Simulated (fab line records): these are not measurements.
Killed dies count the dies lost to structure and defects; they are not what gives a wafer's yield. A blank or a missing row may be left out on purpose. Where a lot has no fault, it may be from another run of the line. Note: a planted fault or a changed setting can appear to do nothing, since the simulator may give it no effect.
What tool caused it? ; flow nand harc ; 6 lots, 18 wafers sampled, at 5 steps of a route of 1302

== WHAT EACH GAUGE READ, for each wafer ==
NHARC_END_SORT_01.
lot;measured;on;killed at other
L435;day 24 19:19;prober-02;0 0 0
L440;day 27 11:55;prober-01;0 1 0
L445;day 29 12:18;prober-01;0 0 0
L447;day 29 20:34;prober-02;0 1 0
L449;day 30 10:07;prober-01;0 0 1
L457;day 34 07:04;prober-01;0 1 0

== EACH LOT AND THE TOOL THAT RAN IT (in order: tool; ch and the chambers of the sampled wafers; start) ==
lot;NHARC_A_WL_FILL_ETCHBACK_04;NHARC_A_WL_FILL_STRIP_29;NHARC_A_WL_FILL_ALD_19;NHARC_A_CONTACT_DEP_24
L435;rie metal-01 ch 0,1, day 20 16:11;rie diel-08 ch 0,1, day 21 00:10;ald metal-04 ch 1,2, day 21 05:44;pecvd-02 ch 0,1,2, day 21 06:48
L440;rie metal-03 ch 0,1, day 23 14:13;rie diel-07 ch 0,1,3, day 24 00:14;ald metal-01 ch 1,2, day 24 05:49;pecvd-01 ch 1,2, day 24 06:47
L445;rie metal-02 ch 0,1, day 25 03:38;rie diel-08 ch 0,1,2, day 25 14:05;ald metal-04 ch 1,2,3, day 25 19:34;pecvd-01 ch 0,2, day 25 20:32
L447;rie metal-01 ch 0,1, day 25 11:12;rie diel-08 ch 0,2,3, day 25 23:58;ald metal-04 ch 1,2,3, day 26 05:32;pecvd-01 ch 0,1, day 26 06:32
L449;rie metal-02 ch 0,1, day 26 13:08;rie diel-11 ch 0,1,2, day 26 22:53;ald metal-04 ch 1,2, day 27 04:29;pecvd-01 ch 0,2, day 27 05:49
L457;rie metal-01 ch 0, day 30 04:53;rie diel-11 ch 0,2,3, day 30 16:05;ald metal-04 ch 0,2,3, day 30 21:36;pecvd-02 ch 0,1,2, day 30 22:34
- NHARC_A_WL_FILL_ETCHBACK_04: etches the open film in NF3, target depth 60 nm, time 120 s.
- NHARC_A_WL_FILL_STRIP_29: strips in O2, time 20 s.
- NHARC_A_WL_FILL_ALD_19: deposits TiN, target thk 2 nm, pulse time 3 s, ald cycles 100.
- NHARC_A_CONTACT_DEP_24: deposits SiO2, target thk 500 nm.

== THE ANSWER, worked out from the rows above alone ==
Rule: what is usual is taken from the lots themselves. The widest of any qualifying gaps counts: lots, ordered by their means at a reading, are off when they make up no more than a third of the lots, leave a main group of 4 or more, and stand apart from it by 3 or more times the standard deviation of that group's means. A main group whose means are all the same, to the digits that the tables above print for the reading, isn't used. A lot without any number at a reading at which 4 lots or more have one is off too. All remaining lots with rows at the step are treated as sound.
Nothing can be told from this: no lot is off at any reading shown.

== WHAT HAD BEEN PUT IN BY THE SIMULATOR ==
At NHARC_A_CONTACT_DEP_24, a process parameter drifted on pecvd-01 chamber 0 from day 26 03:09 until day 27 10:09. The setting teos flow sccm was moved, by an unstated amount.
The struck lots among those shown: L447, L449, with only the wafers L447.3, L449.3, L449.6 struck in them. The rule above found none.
